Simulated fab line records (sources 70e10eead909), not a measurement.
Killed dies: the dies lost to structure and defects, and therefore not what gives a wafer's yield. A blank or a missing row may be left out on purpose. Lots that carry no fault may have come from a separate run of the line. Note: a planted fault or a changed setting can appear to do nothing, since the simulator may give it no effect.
Which tool is to blame? | flow nand-harc | 24 lots with 72 wafers sampled at 5 steps, on a route of 1159 steps

## WHAT THE GAUGES SHOWED, per wafer
NHARC_A_CONTACT_CD_MEAS_53.
lot  | measured     | on        | cd-nm (nm)
L075 | day 16 20:59 | cd-sem-03 | 188.8 189.6 189.5
L076 | day 16 21:58 | cd-sem-01 | 189.4 190.1 189.5
L078 | day 17 01:56 | cd-sem-03 | 188.7 189.0 188.7
L074 | day 17 02:37 | cd-sem-03 | 189.6 188.9 189.8
L079 | day 17 16:13 | cd-sem-01 | 189.3 189.6 190.0
L077 | day 17 18:52 | cd-sem-02 | 189.6 188.8 190.0
L080 | day 18 03:12 | cd-sem-03 | 191.0 190.4 191.7
L081 | day 18 09:55 | cd-sem-03 | 189.7 190.0 188.9
L082 | day 18 17:01 | cd-sem-02 | 190.2 189.7 189.0
L083 | day 18 17:32 | cd-sem-01 | 189.7 189.2 189.9
L084 | day 18 21:20 | cd-sem-01 | 189.2 188.8 189.8
L085 | day 19 08:53 | cd-sem-03 | 189.7 190.4 190.5
L086 | day 19 10:03 | cd-sem-01 | 190.7 189.7 189.4
L087 | day 19 16:10 | cd-sem-02 | 189.2 189.1 189.1
L089 | day 19 20:45 | cd-sem-01 | 190.4 190.6 189.9
L088 | day 19 22:11 | cd-sem-01 | 190.7 190.7 190.0
L091 | day 20 09:54 | cd-sem-01 | 187.5 188.0 187.8
L090 | day 20 12:16 | cd-sem-02 | 189.2 190.5 189.2
L092 | day 20 14:30 | cd-sem-02 | 189.2 189.6 189.4
L095 | day 21 04:40 | cd-sem-01 | 190.7 190.2 190.8
L093 | day 21 05:57 | cd-sem-03 | 190.3 189.4 189.4
L094 | day 21 13:12 | cd-sem-01 | 191.1 190.9 190.7
L096 | day 21 20:47 | cd-sem-02 | 190.8 190.7 189.7
L097 | day 22 03:05 | cd-sem-01 | 189.6 189.8 189.8

NHARC_A_CONTACT_CD_MEAS_69: the cd target is 200 nm.
lot  | measured     | on        | cd-nm (nm)
L075 | day 17 00:25 | cd-sem-02 | 200.3 200.0 199.9
L076 | day 17 01:29 | cd-sem-03 | 200.3 201.0 200.2
L078 | day 17 05:22 | cd-sem-02 | 200.1 199.7 199.9
L074 | day 17 06:08 | cd-sem-03 | 199.4 199.8 199.3
L079 | day 17 21:00 | cd-sem-01 | 199.3 199.8 199.8
L077 | day 17 22:40 | cd-sem-01 | 200.6 199.4 200.5
L080 | day 18 08:16 | cd-sem-01 | 200.2 199.8 199.7
L081 | day 18 14:40 | cd-sem-02 | 199.8 199.6 199.6
L082 | day 18 23:37 | cd-sem-03 | 200.5 200.4 200.0
L083 | day 18 23:46 | cd-sem-03 | 199.4 200.1 199.2
L084 | day 19 01:01 | cd-sem-01 | 200.2 199.7 199.9
L085 | day 19 12:40 | cd-sem-01 | 200.2 200.3 199.7
L086 | day 19 13:29 | cd-sem-03 | 200.2 200.6 200.1
L087 | day 19 20:38 | cd-sem-02 | 199.4 199.2 199.0
L089 | day 20 00:29 | cd-sem-03 | 200.0 200.7 200.3
L088 | day 20 02:20 | cd-sem-02 | 200.1 200.1 199.1
L091 | day 20 13:48 | cd-sem-02 | 199.8 199.8 200.1
L090 | day 20 15:34 | cd-sem-03 | 199.1 199.5 199.6
L092 | day 20 17:59 | cd-sem-03 | 200.0 199.4 200.1
L095 | day 21 10:56 | cd-sem-02 | 200.7 200.4 200.9
L093 | day 21 11:05 | cd-sem-01 | 200.1 199.1 200.2
L094 | day 21 16:36 | cd-sem-03 | 199.8 199.6 199.9
L096 | day 22 02:52 | cd-sem-02 | 200.7 200.2 200.5
L097 | day 22 06:44 | cd-sem-02 | 199.9 199.3 200.0

## WHAT TOOL EACH LOT RAN ON (gives the tool, then ch and the chambers of the sampled wafers, and finally the start)
lot  | NHARC_A_CONTACT_ETCH_113             | NHARC_A_CONTACT_ETCH_118             | NHARC_A_CONTACT_DEP_58
L075 | har-cap-etch-02 ch 0,1, day 16 19:16 | har-cap-etch-02 ch 0,1, day 16 19:43 | pecvd-01 ch 1,2, day 16 23:41
L076 | har-cap-etch-03 ch 1, day 16 20:13   | har-cap-etch-03 ch 1, day 16 20:40   | pecvd-01 ch 0,1, day 17 00:46
L078 | har-cap-etch-01 ch 0,1, day 17 00:13 | har-cap-etch-01 ch 0,1, day 17 00:40 | pecvd-03 ch 0,1, day 17 04:39
L074 | har-cap-etch-02 ch 0,1, day 17 00:52 | har-cap-etch-02 ch 0,1, day 17 01:19 | pecvd-03 ch 0,1, day 17 05:26
L079 | har-cap-etch-03 ch 0,1, day 17 14:01 | har-cap-etch-03 ch 0,1, day 17 14:29 | pecvd-04 ch 0,2, day 17 20:28
L077 | har-cap-etch-01 ch 0,1, day 17 17:10 | har-cap-etch-01 ch 0,1, day 17 17:37 | pecvd-03 ch 0,1,2, day 17 21:56
L080 | har-cap-etch-01 ch 0,1, day 18 01:26 | har-cap-etch-01 ch 0,1, day 18 01:53 | pecvd-04 ch 0,1,2, day 18 07:32
L081 | har-cap-etch-02 ch 0,1, day 18 08:11 | har-cap-etch-02 ch 0,1, day 18 08:38 | pecvd-04 ch 1,2, day 18 13:57
L082 | har-cap-etch-01 ch 0,1, day 18 15:09 | har-cap-etch-01 ch 0,1, day 18 15:36 | pecvd-03 ch 0,2, day 18 22:55
L083 | har-cap-etch-02 ch 0,1, day 18 15:40 | har-cap-etch-02 ch 0,1, day 18 16:07 | pecvd-04 ch 0,2, day 18 22:57
L084 | har-cap-etch-02 ch 0,1, day 18 19:37 | har-cap-etch-02 ch 0,1, day 18 20:05 | pecvd-04 ch 0,1,2, day 19 00:19
L085 | har-cap-etch-01 ch 0,1, day 19 07:13 | har-cap-etch-01 ch 0,1, day 19 07:40 | pecvd-03 ch 1,2, day 19 11:58
L086 | har-cap-etch-02 ch 0,1, day 19 07:55 | har-cap-etch-02 ch 0,1, day 19 08:32 | pecvd-01 ch 1,2, day 19 12:47
L087 | har-cap-etch-02 ch 0,1, day 19 14:02 | har-cap-etch-02 ch 0,1, day 19 14:38 | pecvd-01 ch 0,2, day 19 20:02
L089 | har-cap-etch-01 ch 0,1, day 19 18:59 | har-cap-etch-01 ch 0,1, day 19 19:27 | pecvd-01 ch 0,1, day 19 23:46
L088 | har-cap-etch-02 ch 0,1, day 19 20:15 | har-cap-etch-02 ch 0,1, day 19 20:43 | pecvd-04 ch 0,1, day 20 01:42
L091 | har-cap-etch-03 ch 0,1, day 20 08:07 | har-cap-etch-03 ch 0,1, day 20 08:35 | pecvd-01 ch 0,1,2, day 20 13:12
L090 | har-cap-etch-01 ch 0,1, day 20 10:33 | har-cap-etch-01 ch 0,1, day 20 11:00 | pecvd-01 ch 0,1,2, day 20 14:57
L092 | har-cap-etch-03 ch 0,1, day 20 12:48 | har-cap-etch-03 ch 0,1, day 20 13:15 | pecvd-03 ch 0,1,2, day 20 17:17
L095 | har-cap-etch-01 ch 0,1, day 21 02:12 | har-cap-etch-01 ch 0,1, day 21 02:49 | pecvd-01 ch 0,1, day 21 10:16
L093 | har-cap-etch-02 ch 0,1, day 21 04:13 | har-cap-etch-02 ch 0,1, day 21 04:41 | pecvd-03 ch 0,1,2, day 21 10:16
L094 | har-cap-etch-01 ch 0,1, day 21 11:29 | har-cap-etch-01 ch 0,1, day 21 11:56 | pecvd-03 ch 0,1,2, day 21 15:56
L096 | har-cap-etch-02 ch 0,1, day 21 18:37 | har-cap-etch-02 ch 0,1, day 21 19:04 | pecvd-01 ch 0,2, day 22 02:18
L097 | har-cap-etch-02 ch 0,1, day 22 01:19 | har-cap-etch-02 ch 0,1, day 22 01:46 | pecvd-04 ch 0,2, day 22 06:10
- NHARC_A_CONTACT_ETCH_113: etches the open film in C4F8/O2/Ar, time 94 s, target depth 922 nm.
- NHARC_A_CONTACT_ETCH_118: etches the open film in C4F8/O2/Ar, time 94 s, target depth 922 nm.
- NHARC_A_CONTACT_DEP_58: deposits SiON, target thk 60 nm.

## AS READ BY THE TOOLS THEMSELVES (means over the sampled wafers that have a number; for cases with no such wafer, the mark the record gives instead)
NHARC_A_CONTACT_DEP_58.
lot  | tool     | heater-power-w (W)
L075 | pecvd-01 | 716
L076 | pecvd-01 | 711
L078 | pecvd-03 | 679
L074 | pecvd-03 | 666
L079 | pecvd-04 | 757
L077 | pecvd-03 | 792
L080 | pecvd-04 | 809
L081 | pecvd-04 | 780
L082 | pecvd-03 | 763
L083 | pecvd-04 | 764
L084 | pecvd-04 | 773
L085 | pecvd-03 | 839
L086 | pecvd-01 | 809
L087 | pecvd-01 | 851
L089 | pecvd-01 | 682
L088 | pecvd-04 | 741
L091 | pecvd-01 | 835
L090 | pecvd-01 | 781
L092 | pecvd-03 | 781
L095 | pecvd-01 | 784
L093 | pecvd-03 | 778
L094 | pecvd-03 | 847
L096 | pecvd-01 | 901
L097 | pecvd-04 | 834

## THE ANSWER, worked out from the rows above alone
Rule: what is usual is taken from the lots themselves. The widest of any qualifying gaps counts: lots, ordered by their means at a reading, are off when they make up no more than a third of the lots, leave a main group of 4 or more, and stand apart from it by 3 or more times the standard deviation of that group's means. A main group is skipped when, at the precision printed for the reading in the tables above, its means are all equal. Also off: a lot with no number at a reading for which 4 or more lots have one. Where the step has rows for the other lots, those lots are counted as sound. After the gauges, taken in route order, come the tools' own readings; for these a lot's mean is taken, as printed above. The first step at which some lot is off is used, and at that step the reading that is off furthest; a lot without a number counts as furthest.
None of the lots is off at any reading shown; this tells nothing.

## WHAT THE SIMULATOR PUT IN
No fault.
